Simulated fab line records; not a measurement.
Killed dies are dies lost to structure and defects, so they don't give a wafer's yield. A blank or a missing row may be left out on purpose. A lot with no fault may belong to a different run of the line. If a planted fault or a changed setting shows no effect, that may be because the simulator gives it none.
A struck lot beside a sound one / flow n5-finfet / 40 steps out of a route of 1938
Sound: the wafers L656.2, L656.4, L656.6. Wafers L664.1, L664.4, L664.5 were the ones struck. Last of all comes the cause.
At each step with rows: each side's tool, then ch and its chambers, then its first start. Under that, the readings that differ: sound wafers / struck wafers / difference of the means / sigmas: that difference in standard deviations of wafers without a fault.
alike: readings with means less than 2 such deviations apart, plus words and numbers identical on both sides. not compared: withheld readings, readings lacking a value on some wafer, bounds such as >300 that could conceal the same value, and numbers that have no deviation in the record and whose values overlap.
Wherever a step has rows on one side only, a row that says differs or no value, or a row with sigmas, the two part there. Non-overlapping numbers with no deviation appear without sigmas and do not part them. A reading missing from all wafers of one side parts the sides only when that side holds two or more wafers.

first, 11 steps without rows for these wafers: N5_ZERO_LAYER_PECVD_02 (deposits SiO2 from SiH4/N2O, target thk 10 nm, time 6 s); N5_ZERO_LAYER_HMDS_04 (time 60 s); N5_ZERO_LAYER_COAT_05 (resist thk 1000 nm); N5_ZERO_LAYER_EBR_07; N5_ZERO_LAYER_SOFTBAKE_06 (time 90 s); N5_ZERO_LAYER_EXPOSE_08 (exposes mask ZERO, defocus 0 nm, target cd 2000 nm); N5_ZERO_LAYER_PEB_09; N5_ZERO_LAYER_DEVELOP_10 (develop time 60 s); N5_ZERO_LAYER_HARDBAKE_23 (time 120 s); N5_ZERO_LAYER_DESCUM_16 (chemistry O2, time 7.9 s); N5_ZERO_LAYER_ETCH_17 (etches SiO2 in CF4, target depth 12 nm, time 13.3 s).
N5_ZERO_LAYER_ETCH_18: etches Si in HBr/Cl2, target depth 120 nm, time 40 s.
  sound on rie-si-03 ch 0,1,2, day 1 18:56; struck on rie-si-03 ch 0,3, day 3 19:52
  alike: HBr_flow_sccm, drypump-motor-current-A, oes-product-au, throttle-valve-pct
  not compared: rf-hours-counter-h
then, 2 steps without rows for these wafers: N5_ZERO_LAYER_STRIP_24 (strips in O2); N5_ZERO_LAYER_STRIP_19 (strips in SPM, time 900 s).
N5_ZERO_LAYER_INSPECT_20: inspects for defects (darkfield).
  sound on defect-inspect-02 at day 1 19:26; struck on defect-inspect-01 at day 3 20:20
reading=raw-defect-count; sound=31 40 62; struck=984 1009 966; difference=+942; sigmas=+55
then, 8 steps without rows for these wafers: N5_WELL_APT_HMDS_01 (time 60 s); N5_WELL_APT_COAT_02 (resist thk 950 nm); N5_WELL_APT_EBR_04; N5_WELL_APT_SOFTBAKE_03 (time 60 s); N5_WELL_APT_EXPOSE_05 (exposes mask NWELL, defocus 0 nm, target cd 200 nm); N5_WELL_APT_PEB_06 (peb time 90 s); N5_WELL_APT_DEVELOP_07 (develop time 45 s); N5_WELL_APT_HARDBAKE_12 (time 120 s).
N5_WELL_APT_INSPECT_10: inspects for defects (macro).
  sound on defect-inspect-01 at day 1 19:55; struck on defect-inspect-01 at day 3 20:47
reading=raw-defect-count; sound=1 0 2; struck=>300 >300 >300; difference=differs; sigmas=
then, 12 steps without rows for these wafers: N5_WELL_APT_DESCUM_13 (chemistry O2, time 7.9 s); N5_WELL_APT_IMPLANT_14; N5_WELL_APT_IMPLANT_15; N5_WELL_APT_STRIP_16 (strips in SPM, time 900 s); N5_WELL_APT_HMDS_18 (time 60 s); N5_WELL_APT_COAT_19 (resist thk 950 nm); N5_WELL_APT_EBR_21; N5_WELL_APT_SOFTBAKE_20 (time 60 s); N5_WELL_APT_EXPOSE_22 (exposes mask PWELL, defocus 0 nm, target cd 200 nm); N5_WELL_APT_PEB_23 (peb time 90 s); N5_WELL_APT_DEVELOP_24 (develop time 45 s); N5_WELL_APT_HARDBAKE_29 (time 120 s).
N5_WELL_APT_INSPECT_27: inspects for defects (macro).
  sound on defect-inspect-02 at day 1 21:19; struck on defect-inspect-01 at day 3 21:55
reading=raw-defect-count; sound=0 3 1; struck=>300 >300 >300; difference=differs; sigmas=
N5_WELL_APT_INSPECT_38: inspects for defects (darkfield).
  sound on defect-inspect-02 at day 1 23:02; struck on defect-inspect-01 at day 3 23:58
reading=raw-defect-count; sound=11 10 10; struck=955 986 978; difference=+963; sigmas=+99 or more
-- record jumps: 6 days separate the struck wafers' starts on either side; left off in module WELL_APT, taken up again in module BEOL_M4, whose first shown step is the route's number 1111 --
N5_BEOL_M4_RC_MEAS_101:
  sound on prober-02 ch 0, day 8 09:34; struck on prober-01 ch 0, day 10 08:47
  alike: DIBL_N, DIBL_P, IOFF_N, IOFF_P, ION_N, ION_P, SS_N, SS_P, VT_N, VT_P
-- the record jumps here: 4 days lie between the struck wafers' starts before and after (it left off in module BEOL_M4 and takes up again in module PASSIVATION, whose first step shown is number 1936 of the route) --
N5_PASSIVATION_PROBE_49:
  sound on prober-01 at day 12 10:43; struck on prober-01 at day 14 13:29
reading=defect-limited-yield (%); sound=90.4 93.9 93.1; struck=79.6 82.3 79.9; difference=-11.9; sigmas=-8
reading=killed-at-front-end; sound=30 30 32; struck=178 165 188; difference=+146; sigmas=+13
reading=killed-dies; sound=113 72 81; struck=241 209 237; difference=+140; sigmas=+8
reading=sort_bin_5_function (%); sound=6.1 3.6 4.1; struck=13.6 11.1 11.9; difference=+7.6; sigmas=+8
reading=sort-n-pass; sound=1067 1108 1099; struck=939 971 943; difference=-140; sigmas=-8
reading=sort-yield-pct (%); sound=90.4 93.9 93.1; struck=79.6 82.3 79.9; difference=-11.9; sigmas=-8
  alike: killed_at_M0_to_M3, killed_at_M4_up, killed-at-contacts, killed-at-other, killed-open, killed-short, sort_bin_6_memory

WHERE THEY PART
At N5_ZERO_LAYER_INSPECT_20 first; at N5_PASSIVATION_PROBE_49 last (within this record only).

WHY: whatever the simulator had introduced
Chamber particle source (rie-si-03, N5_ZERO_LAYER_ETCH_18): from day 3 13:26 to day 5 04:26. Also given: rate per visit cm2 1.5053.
